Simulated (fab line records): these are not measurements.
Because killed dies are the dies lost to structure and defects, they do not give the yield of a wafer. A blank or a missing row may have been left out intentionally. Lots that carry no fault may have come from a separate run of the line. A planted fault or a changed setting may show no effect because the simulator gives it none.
Chamber matching | flow nand harc | 4 sister chambers for NHARC_A_STAIRCASE_ETCH_253 on rie diel-04
The step etches the open film in C4F8/O2, target depth 50 nm, time 20.2 s. 16 wafers are shown with their chamber, then 8 later ones without.

## WAFERS PAIRED WITH THEIR CHAMBERS
wafer  | chamber | rf vpp V (V) | oes product au (a.u.)
L083.1 | 1       | 896          | 0.939
L083.2 | 3       | 889          | 0.950
L083.3 | 2       | 897          | 0.939
L083.4 | 2       | 899          | 0.933
L083.5 | 1       | 897          | 0.947
L083.6 | 3       | 888          | 0.963
L085.1 | 2       | 897          | 0.932
L085.2 | 1       | 897          | 0.956
L085.3 | 3       | 890          | 0.953
L085.4 | 0       | 897          | 0.943
L085.5 | 0       | 898          | 0.943
L085.6 | 3       | 887          | 0.956
L088.1 | 1       | 896          | 0.955
L088.2 | 0       | 897          | 0.956
L088.3 | 2       | 898          | 0.975
L088.4 | 3       | 888          | 0.970

SIGNATURES, as means of the wafers listed above
reading        | chamber 0 | chamber 1 | chamber 2 | chamber 3 | scatter within a chamber
rf vpp V       | 897.33    | 896.50    | 897.75    | 888.40    | 0.895
oes product au | 0.94733   | 0.94925   | 0.94475   | 0.95840   | 0.0123
Rule: a wafer lies at a distance from a chamber equal to the root of the sum of squares, over the readings, of (its reading less the chamber's mean, divided by the reading's scatter). The wafer belongs to the nearest chamber; if the next one is less than 2 further off, it can't be placed. How the scatter is found: for the shown wafers, subtract from each reading the mean of its chamber, square and add these, divide the total by (wafers less chambers), then take the root.

## WAFERS WHOSE CHAMBER IS MISSING
wafer  | rf vpp V (V) | oes product au (a.u.)
L088.5 | 898          | 0.958
L088.6 | 888          | 0.970
L090.1 | 895          | 0.921
L090.2 | 888          | 0.920
L090.3 | 895          | 0.926
L090.4 | 898          | 0.911
L090.5 | 895          | 0.920
L090.6 | 898          | 0.905

## CHAMBER TAKEN BY EACH
wafer  | from the rows above          | in truth
L088.5 | can't be placed: 2 or 0 or 1 | 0
L088.6 | 3                            | 3
L090.1 | can't be placed: 1 or 0 or 2 | 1
L090.2 | 3                            | 3
L090.3 | can't be placed: 1 or 0 or 2 | 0
L090.4 | can't be placed: 2 or 0 or 1 | 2
L090.5 | can't be placed: 1 or 0 or 2 | 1
L090.6 | can't be placed: 2 or 0 or 1 | 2
2 of 8 placed correctly. Unplaceable from these rows: 6, with the true chamber sitting among the candidates in 6. 0 placed wrongly.
